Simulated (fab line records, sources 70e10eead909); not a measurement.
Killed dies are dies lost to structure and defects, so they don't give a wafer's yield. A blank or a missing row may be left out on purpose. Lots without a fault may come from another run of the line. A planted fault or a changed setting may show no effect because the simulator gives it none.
Chamber matching | flow nand_harc | NHARC_A_CHANNEL_HOLE_D1_ETCH_44 on rie_diel-06: 4 sister chambers
The step etches the open film in CF4/O2, target depth 140 nm, overetch 14 nm, time 77 s. 14 wafers are shown with their chamber, then 7 later ones without.

WAFERS WITH THEIR CHAMBER
wafer  | chamber | showerhead_plenum_p_Torr (Torr) | rf_vpp_V (V) | oes_product_au (a.u.)
L810.1 | 2       | 1.43                            | 199.3        | 0.992
L810.2 | 0       | 1.26                            | 197.4        | 0.998
L810.6 | 2       | 1.43                            | 199.9        | 0.990
L812.2 | 1       | 1.26                            | 196.6        | 0.994
L812.3 | 3       | 1.38                            | 200.6        | 0.999
L812.5 | 2       | 1.43                            | 198.0        | 0.989
L814.2 | 0       | 1.26                            | 197.0        | 1.010
L814.5 | 2       | 1.43                            | 200.8        | 0.997
L814.6 | 3       | 1.38                            | 198.0        | 1.006
L817.2 | 2       | 1.42                            | 199.9        | 0.986
L817.4 | 0       | 1.26                            | 197.1        | 0.995
L817.6 | 1       | 1.26                            | 197.4        | 1.002
L819.3 | 0       | 1.26                            | 196.4        | 0.999
L819.5 | 2       | 1.42                            | 199.1        | 0.989

SIGNATURES (means of the wafers above)
reading                  | chamber 0 | chamber 1 | chamber 2 | chamber 3 | scatter within a chamber
showerhead_plenum_p_Torr | 1.2600    | 1.2600    | 1.4267    | 1.3800    | 0.00365
rf_vpp_V                 | 196.975   | 197.000   | 199.500   | 199.300   | 0.932
oes_product_au           | 1.00050   | 0.99800   | 0.99050   | 1.00250   | 0.00505
Rule: a wafer's distance from a chamber is the root of the sum, over the readings, of the square of ((its reading less the chamber's mean) divided by the reading's scatter). The wafer belongs to the nearest chamber; if the next one is less than 2 further off, it can't be placed. The scatter: the root of (the sum of the squares of (reading less its chamber's mean) over the shown wafers, divided by (wafers less chambers)).

WAFERS WITHOUT THEIR CHAMBER
wafer  | showerhead_plenum_p_Torr (Torr) | rf_vpp_V (V) | oes_product_au (a.u.)
L819.6 | 1.38                            | 199.3        | 1.000
L832.1 | 1.25                            | 195.8        | 0.986
L832.3 | 1.38                            | 198.6        | 1.000
L832.5 | 1.26                            | 197.6        | 1.001
L831.2 | 1.25                            | 194.9        | 0.982
L831.5 | 1.25                            | 196.9        | 0.978
L831.6 | 1.42                            | 200.3        | 0.990

WHICH CHAMBER EACH WENT THROUGH
wafer  | from the rows above     | in truth
L819.6 | 3                       | 3
L832.1 | can't be placed: 1 or 0 | 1
L832.3 | 3                       | 3
L832.5 | can't be placed: 0 or 1 | 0
L831.2 | can't be placed: 1 or 0 | 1
L831.5 | can't be placed: 1 or 0 | 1
L831.6 | 2                       | 2
Placed correctly: 3 of 7. Can't be placed from these rows: 4 (the true chamber is among the candidates in 4). Placed wrongly: 0.
